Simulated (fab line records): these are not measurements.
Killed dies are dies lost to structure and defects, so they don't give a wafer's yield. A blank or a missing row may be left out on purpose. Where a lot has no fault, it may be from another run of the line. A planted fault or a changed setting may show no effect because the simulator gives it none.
Matching of chambers | flow n5-finfet | N5_BEOL_M0_SAQP_ETCH_106 on rie-diel-06: 4 sister chambers
The step etches SOC in N2/H2, stops on SiNx, target depth 150 nm. 4 wafers are shown with their chamber, then 11 later ones without.

## EACH WAFER AND ITS CHAMBER
wafer  | chamber | drypump-motor-current-A (A)
L089.5 | 0       | 5.7
L091.4 | 1       | 5.8
L091.5 | 2       | 5.9
L092.4 | 3       | 5.2

## WAFERS WITH NO CHAMBER GIVEN
wafer  | drypump-motor-current-A (A)
L092.5 | 5.8
L092.6 | 6.0
L093.2 | 5.8
L093.3 | 5.2
L093.4 | 5.9
L097.1 | 5.9
L097.3 | 5.2
L097.5 | 5.2
L096.1 | 5.8
L096.5 | 5.8
L096.6 | 5.8

## THE CHAMBER EACH PASSED THROUGH
wafer  | from the rows above | in truth
L092.5 | 1                   | 1
L092.6 | 2                   | 2
L093.2 | 1                   | 1
L093.3 | 3                   | 3
L093.4 | 2                   | 2
L097.1 | 2                   | 2
L097.3 | 3                   | 3
L097.5 | 3                   | 3
L096.1 | 1                   | 1
L096.5 | 1                   | 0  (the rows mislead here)
L096.6 | 1                   | 1
Placed correctly: 10 of 11. Can't be placed from these rows: 0. Placed wrongly: 1.
How it was worked out, from the rows above alone: a wafer's distance from a chamber is the root of the sum, over the readings, of the square of ((its reading less the chamber's mean) divided by the reading's scatter). If the next closest chamber is less than 2 further off than the closest, the wafer can't be placed; otherwise it belongs to the closest. The mean given for a chamber averages the wafers shown for that chamber. The scatter: with one shown wafer a chamber, the root of the mean of the squares of how far each hidden wafer lies from its nearest shown one.
